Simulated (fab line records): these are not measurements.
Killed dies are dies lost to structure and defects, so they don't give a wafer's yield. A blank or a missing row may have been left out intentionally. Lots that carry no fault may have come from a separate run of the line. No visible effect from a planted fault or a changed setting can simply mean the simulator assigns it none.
fab line records ; flow nand-harc
record lots=6; wafers=18; last-day=33
route steps=1302 shown A_SOURCE_PLATE@420 A_ONON_D1@424 END@1302
lots that met no fault: from a run of the same line without faults
start-h: start of the lot's first displayed wafer, in hours after the record's first day ; wait-h: how many hours have passed since the lot's step before this one ; " unchanged from the row above ; L1.1+2: one row covering several wafers at once ; - either no value or no given start ; * or withheld: withheld ; < > ~ a bound
route shown NAME@n: names a module that has steps shown in the file, with the first one's number in the route ; usual: mean/standard deviation taken from wafers without a fault ; same: alike in all rows ; chamber/n: place in a boat ; sites: the reading at each site ; _std_site: the values' standard deviation ; _edge_site: outer sites' mean less inner sites' ; radius-mm: how far each site lies from the wafer's centre ; mask NAME#n: copy n ; behind: the most recent tool/chamber to have shaped the wafer ; hold: the reason the lot was held/the length of the hold in hours/how it ended ; device: which transistor (n, p or np) failed to switch ; end of line: tests run on the same wafers once the route is complete ; where a step has no rows: the recipe by itself ; killed: the dies lost at the first sort to structure and to defects; this is not the yield of the wafer ; map: per-die view of a wafer (x killed, . not killed, _ where there is no die)
set.NAME: setting as actually run; set.NAME@STEP: the setting as run at that earlier step ; model.NAME: the simulator's own value behind a step, which no gauge read
a table for each step, a row for each wafer; lots at some steps of the route
services: from which hour (start-h, from the record's first day; less than 0 if before it) a tool's chamber was out of use, for how many hours, and why
## steps
# step NHARC_A_SOURCE_PLATE_THK_MEAS_06
# recipe thk-meas-gauge=ellipsometry
# usual thk-nm=200.2/2.1
lot.wafer;tool;chamber;start-h;wait-h;thk-nm
L609.1;film-metro-02;-;201.19;0.4;200.4
L609.5;film-metro-02;-;201.19;0.4;200.3
L609.6;film-metro-02;-;201.19;0.4;203.3
L610.2;film-metro-02;-;210.01;0.4;198.5
L610.3;film-metro-02;-;210.01;0.4;197.1
L610.5;film-metro-02;-;210.01;0.4;198.0
L620.1;film-metro-02;-;318.85;0.4;199.9
L620.5;film-metro-02;-;318.85;0.4;198.4
L620.6;film-metro-02;-;318.85;0.4;203.5
L622.1;film-metro-02;-;329.52;0.4;201.4
L622.4;film-metro-02;-;329.52;0.4;200.9
L622.5;film-metro-02;-;329.52;0.4;198.8
L627.3;film-metro-01;-;381.10;0.4;193.7
L627.4;film-metro-01;-;381.10;0.4;196.0
L627.5;film-metro-01;-;381.10;0.4;198.1
L628.2;film-metro-02;-;395.23;0.4;195.2
L628.4;film-metro-02;-;395.23;0.4;198.7
L628.6;film-metro-02;-;395.23;0.4;196.7
# step NHARC_A_SOURCE_PLATE_INSPECT_08
# usual raw-defect-count=59/24
lot.wafer;tool;chamber;start-h;wait-h;raw-defect-count
L609.1;defect-inspect-01;-;201.30;0.0;45
L609.5;defect-inspect-01;-;201.30;0.0;46
L609.6;defect-inspect-01;-;201.30;0.0;60
L610.2;defect-inspect-01;-;210.09;0.0;32
L610.3;defect-inspect-01;-;210.09;0.0;46
L610.5;defect-inspect-01;-;210.09;0.0;32
L620.1;defect-inspect-02;-;318.91;0.0;75
L620.5;defect-inspect-02;-;318.91;0.0;32
L620.6;defect-inspect-02;-;318.91;0.0;71
L622.1;defect-inspect-01;-;329.58;0.0;64
L622.4;defect-inspect-01;-;329.58;0.0;98
L622.5;defect-inspect-01;-;329.58;0.0;58
L627.3;defect-inspect-02;-;381.16;0.0;81
L627.4;defect-inspect-02;-;381.16;0.0;66
L627.5;defect-inspect-02;-;381.16;0.0;54
L628.2;defect-inspect-02;-;395.29;0.0;33
L628.4;defect-inspect-02;-;395.29;0.0;40
L628.6;defect-inspect-02;-;395.29;0.0;20
# step NHARC_A_ONON_D1_DEP_00
# recipe target-thk-a=10000; n2-flow-sccm=2750; n2o-flow-sccm=2000; nh3-flow-sccm=500; sih4-flow-sccm=210; temp-c=400
# step NHARC_A_ONON_D1_THK_MEAS_02
# recipe thk-meas-gauge=ellipsometry
# usual thk-nm=998/11
lot.wafer;tool;chamber;start-h;wait-h;thk-nm
L609.1;film-metro-02;-;201.87;-;1019
L609.5;film-metro-02;-;201.87;-;1022
L609.6;film-metro-02;-;201.87;-;1022
L610.2;film-metro-02;-;210.66;-;984
L610.3;film-metro-02;-;210.66;-;983
L610.5;film-metro-02;-;210.66;-;985
L620.1;film-metro-02;-;319.48;-;1007
L620.5;film-metro-02;-;319.48;-;1009
L620.6;film-metro-02;-;319.48;-;1007
L622.1;film-metro-02;-;330.16;-;996
L622.4;film-metro-02;-;330.16;-;996
L622.5;film-metro-02;-;330.16;-;997
L627.3;film-metro-01;-;381.74;-;984
L627.4;film-metro-01;-;381.74;-;986
L627.5;film-metro-01;-;381.74;-;984
L628.2;film-metro-01;-;395.87;-;990
L628.4;film-metro-01;-;395.87;-;993
L628.6;film-metro-01;-;395.87;-;991
# step NHARC_A_ONON_D1_DEP_03
# recipe target-thk-a=10000; n2-flow-sccm=2750; n2o-flow-sccm=2000; nh3-flow-sccm=500; sih4-flow-sccm=210; temp-c=400
# step NHARC_A_ONON_D1_THK_MEAS_05
# recipe thk-meas-gauge=ellipsometry
# usual thk-nm=1001/8.2
lot.wafer;tool;chamber;start-h;wait-h;thk-nm
L609.1;film-metro-02;-;202.44;-;992
L609.5;film-metro-02;-;202.44;-;991
L609.6;film-metro-02;-;202.44;-;993
L610.2;film-metro-01;-;211.23;-;1010
L610.3;film-metro-01;-;211.23;-;1009
L610.5;film-metro-01;-;211.23;-;1012
L620.1;film-metro-01;-;320.04;-;995
L620.5;film-metro-01;-;320.04;-;996
L620.6;film-metro-01;-;320.04;-;996
L622.1;film-metro-02;-;330.73;-;1007
L622.4;film-metro-02;-;330.73;-;1007
L622.5;film-metro-02;-;330.73;-;1006
L627.3;film-metro-01;-;382.31;-;1001
L627.4;film-metro-01;-;382.31;-;1000
L627.5;film-metro-01;-;382.31;-;1000
L628.2;film-metro-01;-;396.43;-;997
L628.4;film-metro-01;-;396.43;-;997
L628.6;film-metro-01;-;396.43;-;998
# step NHARC_A_ONON_D1_DEP_06
# recipe target-thk-a=10000; n2-flow-sccm=2750; n2o-flow-sccm=2000; nh3-flow-sccm=500; sih4-flow-sccm=210; temp-c=400
# step NHARC_A_ONON_D1_THK_MEAS_08
# recipe thk-meas-gauge=ellipsometry
# usual thk-nm=1001/12
lot.wafer;tool;chamber;start-h;wait-h;thk-nm
L609.1;film-metro-01;-;203.00;-;1017
L609.5;film-metro-01;-;203.00;-;1016
L609.6;film-metro-01;-;203.00;-;1016
L610.2;film-metro-01;-;211.80;-;995
L610.3;film-metro-01;-;211.80;-;997
L610.5;film-metro-01;-;211.80;-;996
L620.1;film-metro-02;-;320.61;-;982
L620.5;film-metro-02;-;320.61;-;984
L620.6;film-metro-02;-;320.61;-;980
L622.1;film-metro-01;-;331.30;-;1003
L622.4;film-metro-01;-;331.30;-;1003
L622.5;film-metro-01;-;331.30;-;1003
L627.3;film-metro-01;-;382.88;-;978
L627.4;film-metro-01;-;382.88;-;976
L627.5;film-metro-01;-;382.88;-;976
L628.2;film-metro-01;-;397.00;-;995
L628.4;film-metro-01;-;397.00;-;994
L628.6;film-metro-01;-;397.00;-;993
# step NHARC_A_ONON_D1_DEP_09
# recipe target-thk-a=10000; n2-flow-sccm=2750; n2o-flow-sccm=2000; nh3-flow-sccm=500; sih4-flow-sccm=210; temp-c=400
# step NHARC_A_ONON_D1_THK_MEAS_11
# recipe thk-meas-gauge=ellipsometry
# usual thk-nm=999/8.7
lot.wafer;tool;chamber;start-h;wait-h;thk-nm
L609.1;film-metro-01;-;203.56;-;1014
L609.5;film-metro-01;-;203.56;-;1013
L609.6;film-metro-01;-;203.56;-;1015
L610.2;film-metro-02;-;212.37;-;1008
L610.3;film-metro-02;-;212.37;-;1009
L610.5;film-metro-02;-;212.37;-;1009
L620.1;film-metro-01;-;321.18;-;1010
L620.5;film-metro-01;-;321.18;-;1012
L620.6;film-metro-01;-;321.18;-;1012
L622.1;film-metro-01;-;331.87;-;990
L622.4;film-metro-01;-;331.87;-;991
L622.5;film-metro-01;-;331.87;-;990
L627.3;film-metro-01;-;383.47;-;1004
L627.4;film-metro-01;-;383.47;-;1003
L627.5;film-metro-01;-;383.47;-;1004
L628.2;film-metro-02;-;397.56;-;997
L628.4;film-metro-02;-;397.56;-;996
L628.6;film-metro-02;-;397.56;-;996
# step NHARC_A_ONON_D1_DEP_12
# recipe target-thk-a=10000; n2-flow-sccm=2750; n2o-flow-sccm=2000; nh3-flow-sccm=500; sih4-flow-sccm=210; temp-c=400
lot.wafer;tool;chamber;start-h;wait-h
L609.1+5+6;pecvd-onon-01;0;203.62;0.1
L610.2+3+5;pecvd-onon-01;0;212.48;0.1
L620.1+5+6;pecvd-onon-03;0;321.23;0.1
L622.1+4+5;pecvd-onon-03;0;331.93;0.1
L627.3+4+5;pecvd-onon-04;0;383.64;0.2
L628.2+4+6;pecvd-onon-03;0;397.68;0.1
# step NHARC_A_ONON_D1_THK_MEAS_14
# recipe thk-meas-gauge=ellipsometry
# usual thk-nm=999/11
lot.wafer;tool;chamber;start-h;wait-h;thk-nm
L609.1;film-metro-02;-;204.12;-;1005
L609.5;film-metro-02;-;204.12;-;1006
L609.6;film-metro-02;-;204.12;-;1006
L610.2;film-metro-02;-;212.93;-;987
L610.3;film-metro-02;-;212.93;-;987
L610.5;film-metro-02;-;212.93;-;988
L620.1;film-metro-01;-;321.74;-;1340
L620.5;film-metro-01;-;321.74;-;1019
L620.6;film-metro-01;-;321.74;-;1019
L622.1;film-metro-01;-;332.44;-;1314
L622.4;film-metro-01;-;332.44;-;1315
L622.5;film-metro-01;-;332.44;-;992
L627.3;film-metro-01;-;384.04;-;993
L627.4;film-metro-01;-;384.04;-;996
L627.5;film-metro-01;-;384.04;-;995
L628.2;film-metro-01;-;398.13;-;992
L628.4;film-metro-01;-;398.13;-;991
L628.6;film-metro-01;-;398.13;-;993
# step NHARC_A_ONON_D1_ANNEAL_15
# recipe temp-c=750; time-s=3600
# step NHARC_END_SORT_01
# recipe temp-c=25
# usual killed-at-array=55/19; killed-at-other=0.6/0.99; killed-at-periphery=4.2/2.6; killed-dies=60/18; killed-open=3.4/1.7; killed-short=2.3/1.5
# same gross-dies=677
lot.wafer;tool;chamber;start-h;wait-h;killed-at-array;killed-at-other;killed-at-periphery;killed-dies;killed-open;killed-short
L609.1;prober-02;0;595.73;2.5;29;0;3;32;2;4
L609.5;prober-02;0;598.89;3.7;34;1;2;37;5;2
L609.6;prober-02;0;599.68;3.9;22;0;6;28;3;1
L610.2;prober-01;0;596.53;2.8;68;1;6;75;4;0
L610.3;prober-01;0;597.33;3.1;72;0;2;74;4;3
L610.5;prober-01;0;598.92;3.7;79;2;5;86;5;3
L620.1;prober-01;0;704.63;2.5;35;0;2;37;3;2
L620.5;prober-01;0;707.81;3.7;37;0;3;40;4;3
L620.6;prober-01;0;708.61;4.0;45;0;1;46;6;3
L622.1;prober-02;0;718.80;2.5;28;0;2;30;2;1
L622.4;prober-02;0;721.23;3.4;27;0;5;32;3;2
L622.5;prober-02;0;722.04;3.7;31;0;2;33;2;3
L628.2;prober-02;0;797.54;2.8;39;0;2;41;3;1
L628.4;prober-02;0;799.14;3.4;43;0;5;48;0;2
L628.6;prober-02;0;800.74;4.0;48;2;6;56;2;3
# killed by level:class
L609.1 A_CHANNEL_HOLE_D2:chamber-film-flake=7 A_CHANNEL_HOLE_D1:chamber-film-flake=6 A_CONTACT:chamber-film-flake=5 A_ONON_D1:geometric-particle:short=2 P_GATE:chamber-film-flake=2 A_STAIRCASE:chamber-film-flake=2 A_M1:chamber-film-flake=2 P_CONTACT:geometric-particle:open=1
L610.2 A_CHANNEL_HOLE_D1:chamber-film-flake=28 A_CHANNEL_HOLE_D2:chamber-film-flake=22 A_STAIRCASE:chamber-film-flake=6 A_CONTACT:chamber-film-flake=6 P_M2:chamber-film-flake=3 A_WL_FILL:geometric-particle:open=2 P_ZERO_WELL:chamber-film-flake=2 A_DECK1_JOINT:chamber-film-flake=2
L610.3 A_CHANNEL_HOLE_D2:chamber-film-flake=28 A_CHANNEL_HOLE_D1:chamber-film-flake=22 A_STAIRCASE:chamber-film-flake=8 A_DECK1_JOINT:chamber-film-flake=3 P_M2:chamber-film-flake=2 A_CONTACT:chamber-film-flake=2 A_ONON_D1:geometric-particle:open=1 A_ONON_D2:geometric-particle:open=1
L609.5 A_CHANNEL_HOLE_D2:chamber-film-flake=14 A_CONTACT:chamber-film-flake=7 A_CHANNEL_HOLE_D1:chamber-film-flake=3 P_GATE:chamber-film-flake=2 A_M1:chamber-film-flake=2 A_ONON_D1:geometric-particle:short=1 A_CHANNEL_FILL_D1:geometric-particle:open=1 A_DECK1_JOINT:geometric-particle:open=1
L610.5 A_CHANNEL_HOLE_D2:chamber-film-flake=32 A_CHANNEL_HOLE_D1:chamber-film-flake=25 A_STAIRCASE:chamber-film-flake=7 A_CHANNEL_FILL_D2:geometric-particle:open=2 P_STI:chamber-film-flake=2 P_GATE:chamber-film-flake=2 A_CONTACT:chamber-film-flake=2 HYBRID_BOND:chamber-film-flake=2
L609.6 P_GATE:chamber-film-flake=5 A_CHANNEL_HOLE_D2:chamber-film-flake=5 A_STAIRCASE:chamber-film-flake=4 A_CHANNEL_HOLE_D1:chamber-film-flake=3 A_CONTACT:chamber-film-flake=3 A_M1:chamber-film-flake=3 A_SOURCE_PLATE:geometric-particle:open=1 A_CHANNEL_FILL_D1:geometric-particle:open=1
L620.1 A_CHANNEL_HOLE_D2:chamber-film-flake=16 A_CHANNEL_HOLE_D1:chamber-film-flake=10 A_SLIT:chamber-film-flake=2 P_M0:geometric-particle:short=1 A_ONON_D1:geometric-particle:open=1 A_CHANNEL_FILL_D2:geometric-particle:open=1 A_WL_FILL:geometric-particle:short=1 A_M0:geometric-particle:open=1
L620.5 A_CHANNEL_HOLE_D1:chamber-film-flake=14 A_CHANNEL_HOLE_D2:chamber-film-flake=13 A_SLIT:chamber-film-flake=3 A_CHANNEL_FILL_D1:geometric-particle:short=2 A_STAIRCASE:chamber-film-flake=2 P_M0:geometric-particle:open=1 P_M1:geometric-particle:short=1 A_CHANNEL_FILL_D2:geometric-particle:open=1
L620.6 A_CHANNEL_HOLE_D2:chamber-film-flake=19 A_CHANNEL_HOLE_D1:chamber-film-flake=7 A_SLIT:chamber-film-flake=7 A_M0:geometric-particle:open=3 A_SGD_CUT:geometric-particle:open=2 A_WL_FILL:chamber-film-flake=2 A_BONDPAD:chamber-film-flake=2 P_M0:geometric-particle:open=1
L622.1 A_CHANNEL_HOLE_D1:chamber-film-flake=9 A_SLIT:chamber-film-flake=6 A_CONTACT:chamber-film-flake=5 A_WL_FILL:chamber-film-flake=4 P_STI:chamber-film-flake=2 A_WL_FILL:geometric-particle:short=1 A_CONTACT:geometric-particle:open=1 A_M0:geometric-particle:open=1
L622.4 A_CHANNEL_HOLE_D1:chamber-film-flake=8 A_SLIT:chamber-film-flake=6 P_STI:chamber-film-flake=4 A_WL_FILL:chamber-film-flake=3 A_CONTACT:chamber-film-flake=3 A_ONON_D1:geometric-particle:short=1 A_CHANNEL_FILL_D1:geometric-particle:short=1 A_BLC:geometric-particle:open=1
L622.5 A_CHANNEL_HOLE_D1:chamber-film-flake=11 A_SLIT:chamber-film-flake=8 A_CONTACT:chamber-film-flake=4 P_STI:chamber-film-flake=2 A_ZERO_WELL:chamber-film-flake=2 A_SOURCE_PLATE:geometric-particle:short=1 A_CHANNEL_FILL_D1:geometric-particle:short=1 A_CHANNEL_FILL_D2:geometric-particle:open=1
L628.2 A_SLIT:chamber-film-flake=30 A_ONON_D1:geometric-particle:open=2 P_GATE:chamber-film-flake=2 A_DECK1_JOINT:chamber-film-flake=2 A_STAIRCASE:chamber-film-flake=2 A_DECK1_JOINT:geometric-particle:short=1 A_SGD_CUT:geometric-particle:open=1 A_CONTACT:chamber-film-flake=1
L628.4 A_SLIT:chamber-film-flake=35 P_GATE:chamber-film-flake=3 A_STAIRCASE:chamber-film-flake=3 P_STI:chamber-film-flake=2 A_ONON_D2:geometric-particle:short=1 A_CHANNEL_FILL_D2:geometric-particle:short=1 A_CHANNEL_HOLE_D1:chamber-film-flake=1 A_DECK1_JOINT:chamber-film-flake=1
L628.6 A_SLIT:chamber-film-flake=36 P_GATE:chamber-film-flake=5 A_STAIRCASE:chamber-film-flake=3 A_CHANNEL_HOLE_D1:chamber-film-flake=2 A_CONTACT:chamber-film-flake=2 P_GATE:geometric-particle:open=1 A_ONON_D1:geometric-particle:open=1 A_ONON_D1:geometric-particle:short=1
## services
tool;chamber;start-h;hours;kind
pecvd-onon-03;-;227.39;13.0;pm
pecvd-onon-01;-;269.20;13.0;pm
pecvd-onon-04;-;311.18;13.0;pm
pecvd-onon-01;-;383.33;6.7;repair
## key
first-sign step=NHARC_A_ONON_D1_THK_MEAS_14; reading=thk-nm; direction=up; sigmas=30; usual=999; struck=1323
effect none on later readings
met-at NHARC_A_ONON_D1_DEP_12
struck-wafers L620.1,L622.1,L622.4
tester-left-out L620,L622
fault kind=process-parameter-drift; tool=pecvd-onon-03; chamber=-; onset-h=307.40; steps=NHARC_A_ONON_D1_DEP_12; channel=target-thk-a; offset=*; shape=step; end-h=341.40; scope=struck-wafers-only; acts-in=*; stated=*
# tester-left-out: of these lots the tester's yield and bins aren't shown, on N5 and GAA mostly nor the transistor test; their killed dies are dies lost to structure and defects alone, not to doping, threshold or leakage, so they don't give the yield
